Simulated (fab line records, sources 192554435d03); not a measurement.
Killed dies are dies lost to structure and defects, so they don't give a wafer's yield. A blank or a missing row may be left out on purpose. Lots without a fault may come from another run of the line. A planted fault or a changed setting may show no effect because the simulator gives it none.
A struck lot beside a sound one | flow n5_finfet | 16 steps out of a route of 1938
Sound: wafers L326.2, L326.5, L326.6. Struck: wafer L340.1. (L340.2 of the same lot was not struck and is left out.) The cause comes at the end.
At each step with rows: each side's tool, then ch and its chambers, then its first start. Under that, the readings that differ: sound wafers | struck wafers | difference of the means | sigmas: that difference in standard deviations of wafers without a fault.
alike: readings whose means differ by less than 2 such deviations, and words and numbers that are the same on both sides. not compared: withheld readings, readings that some wafer has no value for, bounds like >300 that may hide the same value, and numbers for which the record gives no deviation and whose values overlap.
The two part at a step that has a row with sigmas, a row that says differs or no value, or rows on one side only. Numbers that don't overlap but have no deviation are shown without sigmas and don't part them. A reading that every wafer of one side lacks parts them only if that side has two wafers or more.

N5_BEOL_M4_ETCH_41: etches SiCN in CH3F/O2, target depth 29.9 nm, time 52.5 s.
  sound on rie_diel-03 ch 0,1; struck on rie_diel-06 ch 1
  alike: drypump_motor_current_A, oes_product_au, rf_fwd_power_W, rf_vpp_V, showerhead_plenum_p_Torr, throttle_valve_pct
  not compared: rf_hours_counter_h
N5_BEOL_M4_STRIP_97: strips in N2/H2, time 10 s.
  sound on rie_diel-03 ch 0,1; struck on rie_diel-06 ch 1
  alike: bias_power_w, drypump_motor_current_A, oes_product_au, rf_vpp_V, showerhead_plenum_p_Torr, throttle_valve_pct
  not compared: rf_hours_counter_h
N5_BEOL_M4_OCD_MEAS_38:
  sound on ocd-01, day 10 15:04; struck on ocd-02, day 13 23:44
  alike: trench_depth_nm
then, 4 steps without rows for these wafers: N5_BEOL_M4_HM_STRIP_39 (strips TiN in peroxide tin strip, target depth 25 nm, time 158 s); N5_BEOL_M4_SRD_40 (time 30 s); N5_BEOL_M4_PRECLEAN_42 (cleans in residue remover, time 60 s); N5_BEOL_M4_SRD_43 (time 30 s).
N5_BEOL_M4_CD_MEAS_35: target cd 18 nm, target cd y 22.4 nm.
  sound on cd_sem-02, day 10 15:14; struck on cd_sem-02, day 13 23:53
  alike: cd_nm
N5_BEOL_M4_DEGAS_44: time 60 s.
  sound on pvd_sputter-02, day 10 15:17; struck on pvd_sputter-03, day 14 00:19
  alike: heater_power_w
N5_BEOL_M4_PRE_CLEAN_45: time 30 s.
  sound on pvd_sputter-02, day 10 15:20; struck on pvd_sputter-03, day 14 00:22
  alike: heater_power_w
N5_BEOL_M4_ALD_84: deposits TaN, pulse time 2 s, purge time 3 s, co reactant purge time 2 s.
  sound on ald_metal-02 ch 0,2,3, day 10 15:36; struck on ald_metal-01 ch 3, day 14 00:29
  alike: heater_power_w, precursor_vessel_pressure_torr
then, 1 step without rows for these wafers: N5_BEOL_M4_SURFACE_TREAT_85.
N5_BEOL_M4_CVD_47: deposits Co from CCTBA/H2, target thk 3 nm, time 223.8 s.
  sound on cvd_co-01 ch 0,1,2, day 10 15:54; struck on cvd_co-01 ch 1, day 14 00:48
  reading          | sound             | struck | difference | sigmas
  run_length_s (s) | 246.5 247.4 246.5 | 117.3  | -129.5     | -99 or more
then, 1 step without rows for these wafers: N5_BEOL_M4_SPUTTER_48 (material Cu, target thk 4.5 nm, time 8.29 s).
N5_BEOL_M4_RC_MEAS_101:
  sound on prober-01 ch 0, day 10 19:14; struck on prober-01 ch 0, day 14 03:54
  alike: DIBL_N, DIBL_P, IOFF_N, IOFF_P, ION_N, ION_P, SS_N, SS_P, VT_N, VT_P
-- the record jumps here: 5 days lie between the struck wafers' starts before and after (it left off in module BEOL_M4 and takes up again in module PASSIVATION, whose first step shown is number 1936 of the route) --
N5_PASSIVATION_PROBE_49:
  the record has rows for the struck wafers here (prober-01, day 19 02:58) and none for the sound ones

WHERE THEY PART
First at N5_BEOL_M4_CVD_47; last, within this record, at N5_PASSIVATION_PROBE_49.

WHY: what the simulator had put in
Process parameter drift: cvd_co-01, from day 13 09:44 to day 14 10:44, at N5_BEOL_M4_CVD_47. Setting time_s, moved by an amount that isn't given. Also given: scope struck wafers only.
